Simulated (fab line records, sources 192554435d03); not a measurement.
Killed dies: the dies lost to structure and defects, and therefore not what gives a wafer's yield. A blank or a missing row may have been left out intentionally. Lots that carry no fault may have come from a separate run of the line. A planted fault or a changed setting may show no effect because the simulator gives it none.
Matching of chambers / flow n5Finfet / rieDiel-01 running N5_BEOL_M1_STRIP_36: 4 sister chambers
The step strips in N2/H2. 20 wafers are shown with their chamber, then 10 later ones without.

## EACH WAFER AND ITS CHAMBER
wafer=L074.1; chamber=0; showerheadPlenumPTorr (Torr)=2.56; drypumpMotorCurrentA (A)=5.6; throttleValvePct (%)=23.7
wafer=L074.3; chamber=2; showerheadPlenumPTorr (Torr)=2.47; drypumpMotorCurrentA (A)=5.7; throttleValvePct (%)=23.0
wafer=L074.6; chamber=1; showerheadPlenumPTorr (Torr)=2.58; drypumpMotorCurrentA (A)=5.7; throttleValvePct (%)=23.5
wafer=L078.1; chamber=1; showerheadPlenumPTorr (Torr)=2.57; drypumpMotorCurrentA (A)=5.7; throttleValvePct (%)=23.5
wafer=L078.3; chamber=3; showerheadPlenumPTorr (Torr)=2.61; drypumpMotorCurrentA (A)=5.1; throttleValvePct (%)=23.7
wafer=L078.5; chamber=0; showerheadPlenumPTorr (Torr)=2.56; drypumpMotorCurrentA (A)=5.6; throttleValvePct (%)=23.7
wafer=L080.1; chamber=3; showerheadPlenumPTorr (Torr)=2.61; drypumpMotorCurrentA (A)=5.1; throttleValvePct (%)=23.7
wafer=L080.4; chamber=2; showerheadPlenumPTorr (Torr)=2.47; drypumpMotorCurrentA (A)=5.7; throttleValvePct (%)=23.1
wafer=L080.6; chamber=0; showerheadPlenumPTorr (Torr)=2.55; drypumpMotorCurrentA (A)=5.6; throttleValvePct (%)=23.7
wafer=L083.1; chamber=1; showerheadPlenumPTorr (Torr)=2.57; drypumpMotorCurrentA (A)=5.7; throttleValvePct (%)=23.5
wafer=L083.2; chamber=2; showerheadPlenumPTorr (Torr)=2.47; drypumpMotorCurrentA (A)=5.7; throttleValvePct (%)=23.1
wafer=L083.4; chamber=1; showerheadPlenumPTorr (Torr)=2.57; drypumpMotorCurrentA (A)=5.8; throttleValvePct (%)=23.5
wafer=L084.1; chamber=1; showerheadPlenumPTorr (Torr)=2.57; drypumpMotorCurrentA (A)=5.7; throttleValvePct (%)=23.5
wafer=L084.2; chamber=0; showerheadPlenumPTorr (Torr)=2.55; drypumpMotorCurrentA (A)=5.6; throttleValvePct (%)=23.8
wafer=L084.3; chamber=2; showerheadPlenumPTorr (Torr)=2.46; drypumpMotorCurrentA (A)=5.7; throttleValvePct (%)=23.1
wafer=L087.2; chamber=1; showerheadPlenumPTorr (Torr)=2.57; drypumpMotorCurrentA (A)=5.7; throttleValvePct (%)=23.5
wafer=L087.3; chamber=2; showerheadPlenumPTorr (Torr)=2.46; drypumpMotorCurrentA (A)=5.7; throttleValvePct (%)=23.1
wafer=L087.6; chamber=2; showerheadPlenumPTorr (Torr)=2.46; drypumpMotorCurrentA (A)=5.7; throttleValvePct (%)=23.1
wafer=L088.1; chamber=2; showerheadPlenumPTorr (Torr)=2.46; drypumpMotorCurrentA (A)=5.7; throttleValvePct (%)=23.0
wafer=L088.3; chamber=3; showerheadPlenumPTorr (Torr)=2.60; drypumpMotorCurrentA (A)=5.2; throttleValvePct (%)=23.3

SIGNATURES, as means of the wafers listed above
reading=showerheadPlenumPTorr; chamber 0=2.5550; chamber 1=2.5717; chamber 2=2.4643; chamber 3=2.6067; scatter within a chamber=0.00513
reading=drypumpMotorCurrentA; chamber 0=5.600; chamber 1=5.717; chamber 2=5.700; chamber 3=5.133; scatter within a chamber=0.0306
reading=throttleValvePct; chamber 0=23.725; chamber 1=23.500; chamber 2=23.071; chamber 3=23.567; scatter within a chamber=0.0896
Rule: distance of a wafer from a chamber = root of the sum over the readings of ((wafer's reading minus chamber's mean) / reading's scatter) squared. If the next closest chamber is less than 2 further off than the closest, the wafer can't be placed; otherwise it belongs to the closest. The scatter: the root of (the sum of the squares of (reading less its chamber's mean) over the shown wafers, divided by (wafers less chambers)).

## WAFERS WITH NO CHAMBER GIVEN
wafer=L088.4; showerheadPlenumPTorr (Torr)=2.57; drypumpMotorCurrentA (A)=5.7; throttleValvePct (%)=23.6
wafer=L090.2; showerheadPlenumPTorr (Torr)=2.54; drypumpMotorCurrentA (A)=5.7; throttleValvePct (%)=23.7
wafer=L090.5; showerheadPlenumPTorr (Torr)=2.55; drypumpMotorCurrentA (A)=5.7; throttleValvePct (%)=23.7
wafer=L090.6; showerheadPlenumPTorr (Torr)=2.60; drypumpMotorCurrentA (A)=5.2; throttleValvePct (%)=23.4
wafer=L095.1; showerheadPlenumPTorr (Torr)=2.46; drypumpMotorCurrentA (A)=5.7; throttleValvePct (%)=23.1
wafer=L095.2; showerheadPlenumPTorr (Torr)=2.60; drypumpMotorCurrentA (A)=5.2; throttleValvePct (%)=23.4
wafer=L095.4; showerheadPlenumPTorr (Torr)=2.56; drypumpMotorCurrentA (A)=5.7; throttleValvePct (%)=23.6
wafer=L094.1; showerheadPlenumPTorr (Torr)=2.56; drypumpMotorCurrentA (A)=5.8; throttleValvePct (%)=23.6
wafer=L094.2; showerheadPlenumPTorr (Torr)=2.54; drypumpMotorCurrentA (A)=5.6; throttleValvePct (%)=23.8
wafer=L094.6; showerheadPlenumPTorr (Torr)=2.60; drypumpMotorCurrentA (A)=5.2; throttleValvePct (%)=23.3

## THE CHAMBER EACH PASSED THROUGH
wafer=L088.4; from the rows above=1; in truth=1
wafer=L090.2; from the rows above=0; in truth=0
wafer=L090.5; from the rows above=can't be placed: 0 or 1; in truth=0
wafer=L090.6; from the rows above=3; in truth=3
wafer=L095.1; from the rows above=2; in truth=2
wafer=L095.2; from the rows above=3; in truth=3
wafer=L095.4; from the rows above=can't be placed: 1 or 0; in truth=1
wafer=L094.1; from the rows above=1; in truth=1
wafer=L094.2; from the rows above=0; in truth=0
wafer=L094.6; from the rows above=3; in truth=3
Placed correctly: 8 of 10. From these rows, 2 cannot be placed; in 2 the true chamber is one of the candidates. Wrongly placed: 0.
